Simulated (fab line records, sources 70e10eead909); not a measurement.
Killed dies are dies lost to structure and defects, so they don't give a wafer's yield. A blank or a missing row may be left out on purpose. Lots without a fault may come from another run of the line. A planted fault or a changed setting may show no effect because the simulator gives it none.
fab line records | flow nand_harc | part 1 of 2: steps 1 to 26 of 37
record lots=5 wafers=15 last_day=24
route steps=1159 shown HYBRID_BOND@1095 THIN_TSV@1101
lots that met no fault: from a run of the same line without faults
start_h: hours from the record's first day to the start of the lot's first wafer shown | wait_h: hours since the lot's step before | " the same as in the row above | L1.1+2: a row that stands for several wafers | - no value, or no start given | * or withheld: withheld | < > ~ a bound
route shown NAME@n: a module of which the file shows steps, and the number in the route of the first | usual: mean/standard deviation of fault-free wafers | same: alike in all rows | chamber/n: place in a boat | sites: the reading at each site | _std_site: their standard deviation | _edge_site: outer sites' mean less inner sites' | radius_mm: how far each site lies from the wafer's centre | mask NAME#n: copy n | behind: the tool/chamber that last shaped the wafer | hold: why the lot was held/for how many hours/how that ended | device: the transistor (n, p or np) that didn't switch | end of line: the same wafers' tests at the end of the route | a step without rows: its recipe alone | killed: dies lost to structure and defects at the first sort, not the wafer's yield | map: a wafer's dies, x killed, . not, _ none there
set.NAME: the setting as run; set.NAME@STEP: as run at that earlier step | model.NAME: the simulator's own value behind a step, which no gauge read
lots at some steps of the route; a table a step, a row a wafer
services: from which hour (start_h, from the record's first day; less than 0 if before it) a tool's chamber was out of use, for how many hours, and why
## steps
# step NHARC_HYBRID_BOND_PRECLEAN_01
# recipe time_s=300 temp_c=23 chemistry=DIW
# columns lot.wafer tool chamber start_h wait_h
L074.3+4+2 wet_bench-08 6,1,2 401.16 0.1
L077.2+5+3 wet_bench-08 7,0,1 420.25 0.1
L078.4+3+2 wet_bench-08 4,5,6 426.05 0.1
L082.2+3+5 wet_bench-10 4,6,7 447.32 0.2
L094.6+3+4 wet_bench-10 6,7,1 535.04 0.1
# step NHARC_HYBRID_BOND_SRD_02
# recipe time_s=30 temp_c=23 dry_time_s=20 spin_rpm=1500
# columns lot.wafer tool chamber start_h wait_h
L074.3+4+2 wet_bench-08 6,1,2 - -
L077.2+5+3 wet_bench-08 7,0,1 - -
L078.4+3+2 wet_bench-08 4,5,6 - -
L082.2+3+5 wet_bench-10 4,6,7 - -
L094.6+3+4 wet_bench-10 6,7,1 - -
# step NHARC_HYBRID_BOND_BOND_03
# recipe temp_c=25
# usual bond_chuck_temp_C=25.01/0.098
# columns lot.wafer tool chamber start_h wait_h bond_chuck_temp_C
L074.2 wafer_bonder-01 0 401.63 - 24.94
L074.3 " 0 " " 24.96
L074.4 " 0 " " 25.08
L077.2 wafer_bonder-01 0 420.65 - 25.09
L077.3 " 0 " " 24.99
L077.5 " 0 " " 25.15
L078.2 wafer_bonder-01 0 426.41 - 24.96
L078.3 " 0 " " 24.90
L078.4 " 0 " " 24.98
L082.2 wafer_bonder-01 0 447.71 - 25.10
L082.3 " 0 " " 25.11
L082.5 " 0 " " 25.02
L094.3 wafer_bonder-01 0 535.58 - 24.95
L094.4 " 0 " " 24.80
L094.6 " 0 " " 24.94
# step NHARC_HYBRID_BOND_ANNEAL_04
# recipe temp_c=300 time_s=7200 ramp_up_c_per_min=5 ramp_down_c_per_min=3 idle_temp_c=100 pressure_atm=1
# usual spike_tc_bottom_C=326.5/2.6 tube_center_temp_C_max=300.78/0.14
# columns lot.wafer tool chamber start_h wait_h spike_tc_bottom_C tube_center_temp_C_max
L074.2 furnace-05 0 405.30 3.5 322.1 300.78
L074.3 " 0 " " 322.9 301.18
L074.4 " 0 " " 321.8 300.86
L077.2 furnace-01 0 427.08 6.3 325.9 300.68
L077.3 " 0 " " 327.0 300.82
L077.5 " 0 " " 326.5 300.58
L078.2 furnace-01 0 435.10 8.5 326.6 300.74
L078.3 " 0 " " 326.2 300.53
L078.4 " 0 " " 326.1 300.75
L082.2 furnace-01 0 453.15 5.3 325.3 300.71
L082.3 " 0 " " 326.5 300.71
L082.5 " 0 " " 327.8 300.60
L094.3 furnace-01 0 539.99 4.3 327.3 300.78
L094.4 " 0 " " 326.4 300.86
L094.6 " 0 " " 327.2 300.75
# step NHARC_HYBRID_BOND_OVL_MEAS_05
# usual overlay_x_nm=0/32 overlay_y_nm=1/36
# columns lot.wafer tool chamber start_h wait_h overlay_x_nm overlay_y_nm
L074.2 overlay-01 - 410.05 0.4 23 -33
L074.3 " - " " 33 -51
L074.4 " - " " 39 14
L077.2 overlay-02 - 431.79 0.4 -4 -15
L077.3 " - " " 31 -34
L077.5 " - " " -15 -42
L078.2 overlay-01 - 439.80 0.4 -11 -16
L078.3 " - " " 0 -2
L078.4 " - " " -41 13
L082.2 overlay-02 - 457.84 0.4 28 -17
L082.3 " - " " -15 -1
L082.5 " - " " -50 12
L094.3 overlay-01 - 544.56 0.4 29 -36
L094.4 " - " " 24 -10
L094.6 " - " " -32 -17
# step NHARC_HYBRID_BOND_INSPECT_06
# recipe inspect_instrument=ir_void
# usual raw_defect_count=32/13
# columns lot.wafer tool chamber start_h wait_h raw_defect_count
L074.2 defect_inspect-01 - 410.10 0.1 30
L074.3 " - " " 31
L074.4 " - " " 23
L077.2 defect_inspect-02 - 431.84 0.1 32
L077.3 " - " " 23
L077.5 " - " " 35
L078.2 defect_inspect-02 - 439.85 0.1 15
L078.3 " - " " 17
L078.4 " - " " 19
L082.2 defect_inspect-01 - 457.90 0.1 31
L082.3 " - " " 35
L082.5 " - " " 34
L094.3 defect_inspect-02 - 544.61 0.1 43
L094.4 " - " " 33
L094.6 " - " " 37
# step NHARC_THIN_TSV_GRIND_00
# recipe target_thk_um=6
# usual motor_current_A=12.003/0.021
# columns lot.wafer tool chamber start_h wait_h motor_current_A
L074.2 grinder-01 0 411.64 1.5 11.997
L074.3 " 0 " " 11.984
L074.4 " 0 " " 11.997
L077.2 grinder-01 0 432.19 0.3 12.007
L077.3 " 0 " " 11.997
L077.5 " 0 " " 12.000
L078.2 grinder-01 0 440.19 0.3 11.995
L078.3 " 0 " " 11.984
L078.4 " 0 " " 11.997
L082.2 grinder-01 0 458.24 0.3 11.990
L082.3 " 0 " " 12.002
L082.5 " 0 " " 12.041
L094.3 grinder-01 0 545.16 0.5 11.953
L094.4 " 0 " " 12.037
L094.6 " 0 " " 11.986
# step NHARC_THIN_TSV_CMP_01
# recipe target_thk_um=3
# usual motor_current_A=12.0/1.5
# columns lot.wafer tool chamber start_h wait_h motor_current_A
L074.3 cmp-03 3 412.65 0.6 12.0
L074.2 " 1 " " 14.8
L074.4 " 2 " " 13.5
L077.3 cmp-04 1 433.22 0.6 10.9
L077.2 " 3 " " 9.9
L077.5 " 2 " " 11.6
L078.2 cmp-03 1 441.24 0.8 14.9
L078.3 " 2 " " 13.2
L078.4 " 3 " " 11.0
L082.3 cmp-03 3 459.28 0.6 11.7
L082.2 " 1 " " 15.0
L082.5 " 0 " " 11.2
L094.4 cmp-03 3 545.98 0.4 11.6
L094.3 " 2 " " 13.5
L094.6 " 0 " " 11.5
# step NHARC_THIN_TSV_THK_MEAS_02
# recipe thk_meas_gauge=ir
# usual thk_nm=2961/200
# columns lot.wafer tool chamber start_h wait_h thk_nm
L074.2 film_metro-01 - 412.92 - 3090
L074.3 " - " " 2867
L074.4 " - " " 2678
L077.2 film_metro-01 - 433.48 - 2957
L077.3 " - " " 2802
L077.5 " - " " 2777
L078.2 film_metro-01 - 441.48 0.2 3289
L078.3 " - " " 2932
L078.4 " - " " 2978
L082.2 film_metro-01 - 459.54 - 2831
L082.3 " - " " 3107
L082.5 " - " " 3340
L094.3 film_metro-01 - 546.25 0.2 2802
L094.4 " - " " 3173
L094.6 " - " " 2819
# step NHARC_THIN_TSV_SRD_03
# columns lot.wafer tool chamber start_h wait_h
L074.2+4+3 wet_bench-10 4,6,7 412.96 0.0
L077.2+3+5 wet_bench-08 4,5,6 433.53 0.0
L078.3+2+4 wet_bench-08 7,3,4 441.52 0.0
L082.5+3+2 wet_bench-08 7,3,4 459.58 0.0
L094.4+6+3 wet_bench-10 7,0,2 546.29 0.0
# step NHARC_THIN_TSV_PRECLEAN_41
# recipe time_s=* temp_c=50 bath_age_min=0 chemistry=SC1
# usual h2o2_flow_mL_min=56.61/0.17
# same bath_age_min=0
# columns lot.wafer tool chamber start_h wait_h h2o2_flow_mL_min
L074.2 wet_bench-10 4 412.98 0.0 56.47
L074.4 " 6 " " 56.66
L074.3 " 7 " " 56.73
L077.2 wet_bench-08 4 433.55 0.0 56.92
L077.3 " 5 " " 56.39
L077.5 " 6 " " 56.52
L078.3 wet_bench-08 7 441.54 0.0 56.57
L078.2 " 3 " " 56.64
L078.4 " 4 " " 56.65
L082.5 wet_bench-08 7 459.61 0.0 56.83
L082.3 " 3 " " 56.44
L082.2 " 4 " " 56.60
L094.4 wet_bench-10 7 546.31 0.0 56.76
L094.6 " 0 " " 56.92
L094.3 " 2 " " 56.51
# step NHARC_THIN_TSV_SRD_42
# columns lot.wafer tool chamber start_h wait_h
L074.2+4+3 wet_bench-10 4,6,7 - -
L077.2+3+5 wet_bench-08 4,5,6 - -
L078.3+2+4 wet_bench-08 7,3,4 - -
L082.5+3+2 wet_bench-08 7,3,4 - -
L094.4+6+3 wet_bench-10 7,0,2 - -
# step NHARC_THIN_TSV_DEP_43
# recipe target_thk_a=13285 temp_c=withheld pressure_torr=6.5 rf_w=900 teos_flow_sccm=161.4 flow_sccm=2650 target_thk_nm=1328.5 gas=O2 material=SiO2
# usual showerhead_vpp_V=1826/85 throttle_valve_pct=16.1/0.4
# columns lot.wafer tool chamber start_h wait_h showerhead_vpp_V throttle_valve_pct
L074.3 pecvd-02 2 413.14 - 1794 16.4
L074.2 " 0 " " 1785 15.8
L074.4 " 0 " " 1737 15.8
L077.3 pecvd-02 2 433.70 - 1791 16.6
L077.2 " 0 " " 1771 16.2
L077.5 " 1 " " 1830 15.8
L078.2 pecvd-01 1 441.70 - 1923 16.2
L078.3 " 2 " " 1856 15.4
L078.4 " 1 " " 1900 16.3
L082.2 pecvd-01 1 459.76 - 1887 15.9
L082.3 " 0 " " 1707 16.8
L082.5 " 0 " " 1725 16.8
L094.3 pecvd-02 2 546.56 - 1758 16.6
L094.4 " 1 " " 1849 16.4
L094.6 " 2 " " 1761 16.4
# step NHARC_THIN_TSV_DEHYDRATE_04
# recipe temp_c=150 time_s=120
# usual chill_plate_temp_C=23.01/0.1
# columns lot.wafer tool chamber start_h wait_h chill_plate_temp_C
L074.2 litho_track-02 0 413.54 - 22.89
L074.3 " 0 " " 23.15
L074.4 " 0 " " 23.05
L077.2 litho_track-02 0 434.11 - 23.12
L077.3 " 0 " " 22.84
L077.5 " 0 " " 22.97
L078.2 litho_track-02 0 442.11 - 23.09
L078.3 " 0 " " 22.88
L078.4 " 0 " " 23.12
L082.2 litho_track-03 0 460.17 - 23.17
L082.3 " 0 " " 23.09
L082.5 " 0 " " 23.19
L094.3 litho_track-07 0 546.88 - 23.20
L094.4 " 0 " " 23.24
L094.6 " 0 " " 23.12
# step NHARC_THIN_TSV_HMDS_05
# recipe time_s=30
# usual chill_plate_temp_C=23.01/0.1
# columns lot.wafer tool chamber start_h wait_h chill_plate_temp_C
L074.2 litho_track-02 0 - - 23.15
L074.3 " 0 " " 22.94
L074.4 " 0 " " 22.91
L077.2 litho_track-02 0 - - 22.85
L077.3 " 0 " " 23.03
L077.5 " 0 " " 23.13
L078.2 litho_track-02 0 - - 22.82
L078.3 " 0 " " 22.86
L078.4 " 0 " " 22.71
L082.2 litho_track-03 0 - - 23.12
L082.3 " 0 " " 23.10
L082.5 " 0 " " 23.01
L094.3 litho_track-07 0 - - 23.11
L094.4 " 0 " " 22.97
L094.6 " 0 " " 22.94
# step NHARC_THIN_TSV_COAT_06
# recipe spin_rpm=*
# usual chill_plate_temp_C=22.99/0.11
# columns lot.wafer tool chamber start_h wait_h chill_plate_temp_C
L074.2 litho_track-02 0 - - 23.03
L074.3 " 0 " " 23.02
L074.4 " 0 " " 22.90
L077.2 litho_track-02 0 - - 23.16
L077.3 " 0 " " 22.97
L077.5 " 0 " " 22.91
L078.2 litho_track-02 0 - - 23.10
L078.3 " 0 " " 23.02
L078.4 " 0 " " 22.99
L082.2 litho_track-03 0 - - 23.06
L082.3 " 0 " " 23.09
L082.5 " 0 " " 23.08
L094.3 litho_track-07 0 - - 23.14
L094.4 " 0 " " 23.14
L094.6 " 0 " " 22.92
# step NHARC_THIN_TSV_SOFTBAKE_07
# recipe temp_c=122 time_s=95
# usual chill_plate_temp_C=22.99/0.12
# columns lot.wafer tool chamber start_h wait_h chill_plate_temp_C
L074.2 litho_track-02 0 - - 23.06
L074.3 " 0 " " 22.86
L074.4 " 0 " " 23.23
L077.2 litho_track-02 0 - - 23.14
L077.3 " 0 " " 23.05
L077.5 " 0 " " 23.07
L078.2 litho_track-02 0 - - 23.08
L078.3 " 0 " " 23.03
L078.4 " 0 " " 22.89
L082.2 litho_track-03 0 - - 22.85
L082.3 " 0 " " 22.93
L082.5 " 0 " " 22.92
L094.3 litho_track-07 0 - - 23.22
L094.4 " 0 " " 23.10
L094.6 " 0 " " 23.08
# step NHARC_THIN_TSV_EBR_08
# usual chill_plate_temp_C=23.01/0.11
# columns lot.wafer tool chamber start_h wait_h chill_plate_temp_C
L074.2 litho_track-02 0 - - 22.91
L074.3 " 0 " " 23.05
L074.4 " 0 " " 22.97
L077.2 litho_track-02 0 - - 23.00
L077.3 " 0 " " 22.98
L077.5 " 0 " " 22.87
L078.2 litho_track-02 0 - - 22.93
L078.3 " 0 " " 22.89
L078.4 " 0 " " 22.91
L082.2 litho_track-03 0 - - 22.84
L082.3 " 0 " " 22.85
L082.5 " 0 " " 23.00
L094.3 litho_track-07 0 - - 22.91
L094.4 " 0 " " 22.99
L094.6 " 0 " " 22.98
# step NHARC_THIN_TSV_EXPOSE_09
# recipe na=0.55 dose_mj=30.7 mask_id=TSV
# usual stage_vel_mm_s=500.00/0.24
# columns lot.wafer tool chamber start_h wait_h mask stage_vel_mm_s
L074.2 krf_scanner-04 0 413.70 - TSV#0 500.28
L074.3 " 0 " " TSV#0 499.72
L074.4 " 0 " " TSV#0 500.15
L077.2 krf_scanner-03 0 434.38 - TSV#0 499.90
L077.3 " 0 " " TSV#0 500.22
L077.5 " 0 " " TSV#0 500.36
L078.2 krf_scanner-03 0 442.38 - TSV#0 499.65
L078.3 " 0 " " TSV#0 499.80
L078.4 " 0 " " TSV#0 499.73
L082.2 krf_scanner-01 0 460.32 - TSV#0 499.64
L082.3 " 0 " " TSV#0 500.02
L082.5 " 0 " " TSV#0 499.95
L094.3 krf_scanner-04 0 547.16 - TSV#0 499.97
L094.4 " 0 " " TSV#0 500.06
L094.6 " 0 " " TSV#0 500.15
# step NHARC_THIN_TSV_PEB_10
# recipe peb_temp_c=118 peb_time_s=85
# usual chill_plate_temp_C=23.00/0.12
# columns lot.wafer tool chamber start_h wait_h chill_plate_temp_C
L074.2 litho_track-02 0 413.76 0.1 23.13
L074.3 " 0 " " 23.10
L074.4 " 0 " " 22.92
L077.2 litho_track-02 0 434.44 0.1 23.12
L077.3 " 0 " " 23.06
L077.5 " 0 " " 23.04
L078.2 litho_track-02 0 442.44 0.1 22.73
L078.3 " 0 " " 22.85
L078.4 " 0 " " 22.89
L082.2 litho_track-03 0 460.38 0.1 23.09
L082.3 " 0 " " 23.11
L082.5 " 0 " " 23.05
L094.3 litho_track-07 0 547.21 0.1 22.92
L094.4 " 0 " " 23.16
L094.6 " 0 " " 23.10
# step NHARC_THIN_TSV_DEVELOP_11
# recipe time_s=70
# usual chill_plate_temp_C=22.98/0.1
# columns lot.wafer tool chamber start_h wait_h chill_plate_temp_C
L074.2 litho_track-02 0 - - 22.92
L074.3 " 0 " " 23.10
L074.4 " 0 " " 23.02
L077.2 litho_track-02 0 - - 22.94
L077.3 " 0 " " 22.95
L077.5 " 0 " " 23.00
L078.2 litho_track-02 0 - - 23.03
L078.3 " 0 " " 22.97
L078.4 " 0 " " 22.95
L082.2 litho_track-03 0 - - 22.87
L082.3 " 0 " " 22.91
L082.5 " 0 " " 23.07
L094.3 litho_track-07 0 - - 23.13
L094.4 " 0 " " 23.19
L094.6 " 0 " " 23.05
# step NHARC_THIN_TSV_CD_MEAS_12
# recipe target_cd_nm=1000 landing_energy_ev=500
# usual cd_nm=1000.4/2.3
# same landing_energy_ev=500
# columns lot.wafer tool chamber start_h wait_h cd_nm
L074.2 cd_sem-01 0 413.85 - 1000.9
L074.3 " 0 " " 1000.0
L074.4 " 0 " " 1001.8
L077.2 cd_sem-03 0 434.53 - 999.8
L077.3 " 0 " " 1002.0
L077.5 " 0 " " 999.4
L078.2 cd_sem-01 0 442.53 - 1000.0
L078.3 " 0 " " 1002.8
L078.4 " 0 " " 1001.3
L082.2 cd_sem-02 0 460.47 - 997.2
L082.3 " 0 " " 997.2
L082.5 " 0 " " 996.6
L094.3 cd_sem-03 0 547.31 - 1000.3
L094.4 " 0 " " 998.2
L094.6 " 0 " " 1001.4
# step NHARC_THIN_TSV_HARDBAKE_13
# recipe temp_c=125 time_s=80
# usual chill_plate_temp_C=23.00/0.12
# columns lot.wafer tool chamber start_h wait_h chill_plate_temp_C
L074.2 litho_track-02 0 413.94 - 22.83
L074.3 " 0 " " 22.85
L074.4 " 0 " " 22.83
L077.2 litho_track-02 0 434.61 - 23.17
L077.3 " 0 " " 22.99
L077.5 " 0 " " 23.10
L078.2 litho_track-02 0 442.61 - 22.99
L078.3 " 0 " " 22.98
L078.4 " 0 " " 22.88
L082.2 litho_track-02 0 460.55 - 22.99
L082.3 " 0 " " 23.37
L082.5 " 0 " " 23.19
L094.3 litho_track-03 0 547.39 - 22.97
L094.4 " 0 " " 23.11
L094.6 " 0 " " 22.89
# step NHARC_THIN_TSV_DESCUM_14
# recipe time_s=3 o2_flow_sccm=200 ar_flow_sccm=0 bias_power_w=0 chemistry=O2
# usual drypump_motor_current_A=5.6/0.49 oes_product_au=1.002/0.012 rf_vpp_V=57.8/0.89 showerhead_plenum_p_Torr=1.90/0.099 throttle_valve_pct=11.311/0.0085
# columns lot.wafer tool chamber start_h wait_h drypump_motor_current_A oes_product_au rf_hours_counter_h rf_vpp_V showerhead_plenum_p_Torr throttle_valve_pct
L074.3 rie_diel-01 3 414.02 - 6.8 0.989 9 57.0 1.82 11.297
L074.2 " 0 " " 5.1 1.014 10 56.0 1.79 11.328
L074.4 " 1 " " 5.5 0.986 11 57.5 1.87 11.299
L077.2 rie_diel-03 3 434.69 - 5.3 1.003 3 58.7 2.03 11.311
L077.3 " 0 " " 5.6 0.991 3 57.0 1.78 11.326
L077.5 " 3 " " 5.3 1.002 - 57.9 2.03 11.309
L078.2 rie_diel-03 2 442.70 - 5.9 1.018 4 58.8 2.00 11.314
L078.4 " 3 " " 5.3 1.012 4 57.0 2.03 11.314
L078.3 " 0 " " 5.6 0.996 4 56.7 1.78 11.302
L082.3 rie_diel-12 2 460.64 - 5.4 0.975 5 58.2 2.02 11.308
L082.2 " 3 " " 5.7 1.004 5 58.7 1.96 11.306
L082.5 " 0 " " 4.9 1.007 - 57.9 1.99 11.313
L094.3 rie_diel-03 3 547.48 - 5.3 1.003 13 58.2 2.03 11.311
L094.4 " 0 " " 5.6 0.991 12 57.9 1.78 11.304
L094.6 " 1 " " 6.1 1.003 - 56.1 1.81 11.305
# step NHARC_THIN_TSV_ETCH_44
# recipe target_depth_a=15942 time_s=797.1 cf4_flow_sccm=150 o2_flow_sccm=10 ar_flow_sccm=0 rf_w=300 bias_w=800 chemistry=CF4/O2
# usual drypump_motor_current_A=5.6/0.48 oes_product_au=1.002/0.011 rf_vpp_V=794/5.6 showerhead_plenum_p_Torr=1.83/0.089 throttle_valve_pct=16.914/0.009
# columns lot.wafer tool chamber start_h wait_h drypump_motor_current_A oes_product_au rf_hours_counter_h rf_vpp_V showerhead_plenum_p_Torr throttle_valve_pct
L074.2 rie_diel-01 3 414.10 0.1 6.8 1.001 9 789 1.75 16.914
L074.3 " 0 " " 5.1 1.006 10 787 1.72 16.924
L074.4 " 1 " " 5.5 0.998 11 793 1.79 16.923
L077.3 rie_diel-03 2 434.78 0.1 5.9 0.995 3 799 1.91 16.914
L077.2 " 1 " " 6.1 0.998 3 788 1.74 16.903
L077.5 " 2 " " 5.9 1.007 - 799 1.91 16.922
L078.4 rie_diel-03 2 442.78 0.1 5.9 1.014 4 799 1.91 16.916
L078.3 " 3 " " 5.3 1.016 4 802 1.93 16.921
L078.2 " 1 " " 6.1 1.000 4 788 1.74 16.907
L082.2 rie_diel-12 2 460.77 0.1 5.5 0.971 5 800 1.93 16.918
L082.3 " 0 " " 4.9 1.012 5 798 1.90 16.919
L082.5 " 2 " " 5.4 0.978 - 799 1.93 16.907
L094.4 rie_diel-03 3 547.60 0.1 5.3 1.011 13 800 1.93 16.925
L094.3 " 1 " " 6.1 0.989 11 787 1.74 16.908
L094.6 " 2 " " 5.9 1.015 - 800 1.91 16.941
# step NHARC_THIN_TSV_ETCH_15
# recipe target_depth_a=30000 bosch_target_overetch_cycles=2 bosch_etch_step_s=2.8 bosch_dep_step_s=1.2 bosch_cycles=14
# usual drypump_motor_current_A=5.7/0.41
# same bosch_dep_step_s=1.2
# columns lot.wafer tool chamber start_h wait_h drypump_motor_current_A rf_hours_counter_h
L074.3 rie_si-04 1 414.69 - 5.5 1.0
L074.2 " 2 " " 5.5 0.6
L074.4 " 2 " " 5.6 -
L077.2 rie_si-01 1 435.36 - 6.1 1.3
L077.3 " 2 " " 5.3 1.2
L077.5 " 0 " " 5.8 -
L078.3 rie_si-05 0 443.35 - 6.5 0.2
L078.2 " 1 " " 5.5 0.2
L078.4 " 3 " " 5.5 0.2
L082.2 rie_si-01 1 461.28 - 6.2 1.5
L082.3 " 3 " " 6.3 1.5
L082.5 " 2 " " 5.4 -
L094.3 rie_si-05 2 548.12 - 5.2 1.1
L094.4 " 3 " " 5.4 1.2
L094.6 " 3 " " 5.5 -
